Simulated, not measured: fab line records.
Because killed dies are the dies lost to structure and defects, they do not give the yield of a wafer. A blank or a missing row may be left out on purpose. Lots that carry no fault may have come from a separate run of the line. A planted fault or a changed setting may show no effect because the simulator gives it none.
The tool behind it: which one? + flow n5-finfet + Sampling: 24 lots, 72 wafers, 4 of 1938 route steps

== WHAT THE GAUGES READ, wafer by wafer ==
N5_MOL_CONTACT_COAG_CD_MEAS_137: target cd 16 nm.
| lot  | measured     | on        | cd-nm (nm)     |
|------|--------------|-----------|----------------|
| L074 | day 5 10:02  | cd-sem-01 | 15.8 15.9 15.7 |
| L075 | day 5 10:12  | cd-sem-03 | 15.6 15.4 15.4 |
| L076 | day 5 18:21  | cd-sem-03 | 15.8 15.8 16.0 |
| L077 | day 5 22:17  | cd-sem-01 | 16.2 15.7 16.0 |
| L078 | day 6 01:17  | cd-sem-03 | 16.2 15.6 16.2 |
| L079 | day 6 13:11  | cd-sem-02 | 15.8 16.3 16.4 |
| L080 | day 6 19:46  | cd-sem-02 | 15.9 16.4 16.0 |
| L081 | day 7 02:34  | cd-sem-01 | 15.7 15.3 15.3 |
| L082 | day 7 06:11  | cd-sem-03 | 16.0 15.3 16.0 |
| L083 | day 7 12:31  | cd-sem-01 | 16.0 15.5 15.9 |
| L084 | day 7 19:31  | cd-sem-01 | 15.4 15.9 15.4 |
| L085 | day 8 02:17  | cd-sem-02 | 15.7 16.0 16.0 |
| L086 | day 8 04:46  | cd-sem-03 | 16.2 16.0 15.9 |
| L087 | day 8 07:58  | cd-sem-02 | 16.3 15.6 15.6 |
| L088 | day 9 00:18  | cd-sem-01 | 16.0 16.6 15.3 |
| L089 | day 9 08:22  | cd-sem-01 | 15.1 15.9 15.6 |
| L090 | day 9 09:13  | cd-sem-01 | 16.4 16.4 15.6 |
| L091 | day 9 12:05  | cd-sem-03 | 15.8 15.8 16.0 |
| L092 | day 9 14:13  | cd-sem-01 | 15.5 16.3 15.7 |
| L093 | day 9 20:26  | cd-sem-03 | 15.9 16.1 15.3 |
| L094 | day 10 10:01 | cd-sem-02 | 16.0 15.7 16.1 |
| L095 | day 10 13:06 | cd-sem-03 | 16.2 15.3 16.2 |
| L096 | day 10 14:12 | cd-sem-01 | 15.6 16.0 15.8 |
| L097 | day 10 21:14 | cd-sem-02 | 15.9 15.0 16.7 |

== WHICH TOOL RAN EACH LOT (tool, then ch and the chambers of the sampled wafers, then the start) ==
| lot  | N5_MOL_CONTACT_COAG_ALD_131       | N5_MOL_CONTACT_COAG_ETCHBACK_135   | N5_MOL_CONTACT_COAG_STRIP_96       |
|------|-----------------------------------|------------------------------------|------------------------------------|
| L074 | ald-sin-04 ch 0,1,3, day 5 09:22  | rie-diel-04 ch 0,1,3, day 5 09:40  | rie-diel-04 ch 0,1,3, day 5 09:46  |
| L075 | ald-sin-04 ch 0,3, day 5 09:31    | rie-diel-01 ch 2,3, day 5 09:50    | rie-diel-01 ch 2,3, day 5 09:56    |
| L076 | ald-sin-04 ch 0,1,3, day 5 17:41  | rie-diel-03 ch 0,2,3, day 5 17:59  | rie-diel-03 ch 0,2,3, day 5 18:05  |
| L077 | ald-sin-03 ch 0,2, day 5 21:37    | rie-diel-04 ch 1,2,3, day 5 21:55  | rie-diel-04 ch 1,2,3, day 5 22:01  |
| L078 | ald-sin-04 ch 0,1,3, day 6 00:35  | rie-diel-01 ch 0,1,2, day 6 00:55  | rie-diel-01 ch 0,1,2, day 6 01:01  |
| L079 | ald-sin-04 ch 0,3, day 6 12:31    | rie-diel-04 ch 1,2,3, day 6 12:49  | rie-diel-04 ch 1,2,3, day 6 12:55  |
| L080 | ald-sin-03 ch 1,2,3, day 6 19:05  | rie-diel-01 ch 0,1, day 6 19:23    | rie-diel-01 ch 0,1, day 6 19:29    |
| L081 | ald-sin-01 ch 0,2,3, day 7 01:53  | rie-diel-01 ch 0,3, day 7 02:12    | rie-diel-01 ch 0,3, day 7 02:18    |
| L082 | ald-sin-04 ch 1,2,3, day 7 05:31  | rie-diel-04 ch 2,3, day 7 05:49    | rie-diel-04 ch 2,3, day 7 05:55    |
| L083 | ald-sin-03 ch 1,2,3, day 7 11:50  | rie-diel-04 ch 0,1,3, day 7 12:09  | rie-diel-04 ch 0,1,3, day 7 12:15  |
| L084 | ald-sin-04 ch 0,1, day 7 18:50    | rie-diel-03 ch 0,1,2, day 7 19:09  | rie-diel-03 ch 0,1,2, day 7 19:15  |
| L085 | ald-sin-04 ch 0,2,3, day 8 01:37  | rie-diel-03 ch 0,3, day 8 01:55    | rie-diel-03 ch 0,3, day 8 02:01    |
| L086 | ald-sin-01 ch 1,2,3, day 8 04:05  | rie-diel-01 ch 0,3, day 8 04:23    | rie-diel-01 ch 0,3, day 8 04:29    |
| L087 | ald-sin-03 ch 0,1,2, day 8 07:18  | rie-diel-04 ch 0,1, day 8 07:36    | rie-diel-04 ch 0,1, day 8 07:42    |
| L088 | ald-sin-04 ch 0,2,3, day 8 23:37  | rie-diel-03 ch 0,1,3, day 8 23:56  | rie-diel-03 ch 0,1,3, day 9 00:02  |
| L089 | ald-sin-03 ch 0,1,3, day 9 07:41  | rie-diel-04 ch 1,2, day 9 07:59    | rie-diel-04 ch 1,2, day 9 08:05    |
| L090 | ald-sin-04 ch 0,1,3, day 9 08:32  | rie-diel-03 ch 0,1,3, day 9 08:50  | rie-diel-03 ch 0,1,3, day 9 08:56  |
| L091 | ald-sin-01 ch 1,2,3, day 9 11:25  | rie-diel-03 ch 1,2,3, day 9 11:43  | rie-diel-03 ch 1,2,3, day 9 11:49  |
| L092 | ald-sin-01 ch 0,1,2, day 9 13:32  | rie-diel-04 ch 1,2,3, day 9 13:50  | rie-diel-04 ch 1,2,3, day 9 13:56  |
| L093 | ald-sin-01 ch 0,1,2, day 9 19:44  | rie-diel-04 ch 1,2,3, day 9 20:04  | rie-diel-04 ch 1,2,3, day 9 20:10  |
| L094 | ald-sin-04 ch 1,2,3, day 10 09:20 | rie-diel-01 ch 1,2, day 10 09:38   | rie-diel-01 ch 1,2, day 10 09:44   |
| L095 | ald-sin-01 ch 1,2, day 10 12:24   | rie-diel-04 ch 0,1,3, day 10 12:43 | rie-diel-04 ch 0,1,3, day 10 12:48 |
| L096 | ald-sin-03 ch 0,1,2, day 10 13:32 | rie-diel-03 ch 0,1,3, day 10 13:50 | rie-diel-03 ch 0,1,3, day 10 13:56 |
| L097 | ald-sin-03 ch 2,3, day 10 20:29   | rie-diel-04 ch 1,2,3, day 10 20:51 | rie-diel-04 ch 1,2,3, day 10 20:57 |
- N5_MOL_CONTACT_COAG_ALD_131: deposits SiO2, target thk 5 nm, pulse time 1 s, co reactant pulse time 1 s.
- N5_MOL_CONTACT_COAG_ETCHBACK_135: etches SiO2 in CHF3, target depth 25 nm, time 16.7 s.
- N5_MOL_CONTACT_COAG_STRIP_96: strips in N2/H2.

== AS READ BY THE TOOLS THEMSELVES (means over the sampled wafers that have a number; for cases with no such wafer, the mark the record gives instead) ==
N5_MOL_CONTACT_COAG_ALD_131.
| lot  | tool       | heater-power-w (W) | precursor-pulse-height-rel |
|------|------------|--------------------|----------------------------|
| L074 | ald-sin-04 | 77                 | 1.010                      |
| L075 | ald-sin-04 | 82                 | 0.998                      |
| L076 | ald-sin-04 | 77                 | 1.018                      |
| L077 | ald-sin-03 | 79                 | 1.013                      |
| L078 | ald-sin-04 | 77                 | 1.012                      |
| L079 | ald-sin-04 | 77                 | 1.012                      |
| L080 | ald-sin-03 | 83                 | 1.037                      |
| L081 | ald-sin-01 | 70                 | 1.000                      |
| L082 | ald-sin-04 | 74                 | 0.990                      |
| L083 | ald-sin-03 | 83                 | 0.998                      |
| L084 | ald-sin-04 | 77                 | 1.004                      |
| L085 | ald-sin-04 | 80                 | 0.997                      |
| L086 | ald-sin-01 | 81                 | 0.997                      |
| L087 | ald-sin-03 | 85                 | 1.000                      |
| L088 | ald-sin-04 | 80                 | 0.995                      |
| L089 | ald-sin-03 | 83                 | 1.003                      |
| L090 | ald-sin-04 | 78                 | 1.004                      |
| L091 | ald-sin-01 | 80                 | 1.021                      |
| L092 | ald-sin-01 | 80                 | 1.001                      |
| L093 | ald-sin-01 | 80                 | 1.002                      |
| L094 | ald-sin-04 | 76                 | 1.019                      |
| L095 | ald-sin-01 | 82                 | 1.001                      |
| L096 | ald-sin-03 | 83                 | 0.990                      |
| L097 | ald-sin-03 | 78                 | 1.018                      |

N5_MOL_CONTACT_COAG_ETCHBACK_135.
| lot  | tool        | drypump-motor-current-A (A) | oes-product-au (a.u.) | rf-vpp-V (V) | showerhead-plenum-p-Torr (Torr) | throttle-valve-pct (%) |
|------|-------------|-----------------------------|-----------------------|--------------|---------------------------------|------------------------|
| L074 | rie-diel-04 | 5.7                         | 0.71                  | 523          | 2.43                            | 18.80                  |
| L075 | rie-diel-01 | 5.6                         | 0.77                  | 530          | 2.34                            | 18.87                  |
| L076 | rie-diel-03 | 5.4                         | 0.82                  | 530          | 2.44                            | 18.74                  |
| L077 | rie-diel-04 | 5.8                         | 0.75                  | 531          | 2.38                            | 18.75                  |
| L078 | rie-diel-01 | 5.3                         | 0.75                  | 516          | 2.27                            | 18.78                  |
| L079 | rie-diel-04 | 5.8                         | 0.75                  | 532          | 2.38                            | 18.77                  |
| L080 | rie-diel-01 | 5.3                         | 0.76                  | 517          | 2.28                            | 18.76                  |
| L081 | rie-diel-01 | 5.8                         | 0.82                  | 525          | 2.34                            | 18.55                  |
| L082 | rie-diel-04 | 5.6                         | 0.77                  | 537          | 2.36                            | 18.71                  |
| L083 | rie-diel-04 | 5.7                         | 0.70                  | 522          | 2.42                            | 18.81                  |
| L084 | rie-diel-03 | 5.9                         | 0.79                  | 533          | 2.40                            | 18.66                  |
| L085 | rie-diel-03 | 5.0                         | 0.85                  | 534          | 2.48                            | 18.68                  |
| L086 | rie-diel-01 | 5.8                         | 0.80                  | 524          | 2.33                            | 18.57                  |
| L087 | rie-diel-04 | 5.7                         | 0.69                  | 513          | 2.42                            | 18.80                  |
| L088 | rie-diel-03 | 5.4                         | 0.78                  | 529          | 2.40                            | 18.68                  |
| L089 | rie-diel-04 | 6.0                         | 0.74                  | 530          | 2.35                            | 18.79                  |
| L090 | rie-diel-03 | 5.4                         | 0.79                  | 529          | 2.40                            | 18.69                  |
| L091 | rie-diel-03 | 5.8                         | 0.74                  | 525          | 2.35                            | 18.78                  |
| L092 | rie-diel-04 | 5.8                         | 0.83                  | 531          | 2.37                            | 18.68                  |
| L093 | rie-diel-04 | 5.8                         | 0.84                  | 530          | 2.37                            | 18.68                  |
| L094 | rie-diel-01 | 5.0                         | 0.86                  | 518          | 2.43                            | 18.74                  |
| L095 | rie-diel-04 | 5.7                         | 0.88                  | 520          | 2.41                            | 18.58                  |
| L096 | rie-diel-03 | 5.4                         | 0.78                  | 529          | 2.39                            | 18.70                  |
| L097 | rie-diel-04 | 5.8                         | 0.82                  | 530          | 2.37                            | 18.69                  |

N5_MOL_CONTACT_COAG_STRIP_96.
| lot  | tool        | drypump-motor-current-A (A) | oes-product-au (a.u.) | rf-vpp-V (V) | showerhead-plenum-p-Torr (Torr) | throttle-valve-pct (%) |
|------|-------------|-----------------------------|-----------------------|--------------|---------------------------------|------------------------|
| L074 | rie-diel-04 | 5.7                         | 0.71                  | 121.9        | 3.43                            | 18.8                   |
| L075 | rie-diel-01 | 5.6                         | 0.76                  | 121.9        | 3.31                            | 19.3                   |
| L076 | rie-diel-03 | 5.4                         | 0.82                  | 121.1        | 3.43                            | 18.7                   |
| L077 | rie-diel-04 | 5.8                         | 0.74                  | 121.9        | 3.36                            | 19.1                   |
| L078 | rie-diel-01 | 5.3                         | 0.76                  | 121.1        | 3.22                            | 18.9                   |
| L079 | rie-diel-04 | 5.8                         | 0.74                  | 122.5        | 3.36                            | 19.0                   |
| L080 | rie-diel-01 | 5.3                         | 0.75                  | 121.0        | 3.24                            | 18.9                   |
| L081 | rie-diel-01 | 5.8                         | 0.82                  | 121.3        | 3.30                            | 18.9                   |
| L082 | rie-diel-04 | 5.6                         | 0.76                  | 120.1        | 3.32                            | 19.1                   |
| L083 | rie-diel-04 | 5.7                         | 0.69                  | 121.3        | 3.42                            | 18.9                   |
| L084 | rie-diel-03 | 5.9                         | 0.79                  | 122.5        | 3.38                            | 18.7                   |
| L085 | rie-diel-03 | 5.0                         | 0.85                  | 123.0        | 3.49                            | 18.6                   |
| L086 | rie-diel-01 | 5.8                         | 0.81                  | 121.5        | 3.30                            | 18.9                   |
| L087 | rie-diel-04 | 5.7                         | 0.68                  | 121.3        | 3.42                            | 18.8                   |
| L088 | rie-diel-03 | 5.4                         | 0.78                  | 122.4        | 3.38                            | 18.7                   |
| L089 | rie-diel-04 | 6.0                         | 0.74                  | 122.1        | 3.32                            | 19.2                   |
| L090 | rie-diel-03 | 5.4                         | 0.78                  | 122.2        | 3.38                            | 18.7                   |
| L091 | rie-diel-03 | 5.8                         | 0.73                  | 122.4        | 3.31                            | 18.8                   |
| L092 | rie-diel-04 | 5.8                         | 0.83                  | 122.0        | 3.35                            | 18.9                   |
| L093 | rie-diel-04 | 5.8                         | 0.83                  | 121.3        | 3.34                            | 18.9                   |
| L094 | rie-diel-01 | 5.0                         | 0.86                  | 122.2        | 3.44                            | 18.9                   |
| L095 | rie-diel-04 | 5.7                         | 0.88                  | 122.6        | 3.41                            | 18.6                   |
| L096 | rie-diel-03 | 5.4                         | 0.77                  | 122.5        | 3.37                            | 18.7                   |
| L097 | rie-diel-04 | 5.8                         | 0.81                  | 122.0        | 3.34                            | 18.9                   |

== THE ANSWER, worked out from the rows above alone ==
Rule: the usual values come from the lots themselves. The widest of any qualifying gaps counts: lots, ordered by their means at a reading, are off when they make up no more than a third of the lots, leave a main group of 4 or more, and stand apart from it by 3 or more times the standard deviation of that group's means. A main group is skipped when, at the precision printed for the reading in the tables above, its means are all equal. Also off: a lot with no number at a reading for which 4 or more lots have one. The other lots that the step has rows for count as sound. Order of review: gauges by route order, followed by the tools' own readings, for which a lot's mean as printed above is used. The first step at which some lot is off is used, and at that step the reading that is off furthest; a lot without a number counts as furthest.
Across all readings shown, no lot is off: no conclusion can be drawn from this.

== WHAT WAS PUT IN BY THE SIMULATOR ==
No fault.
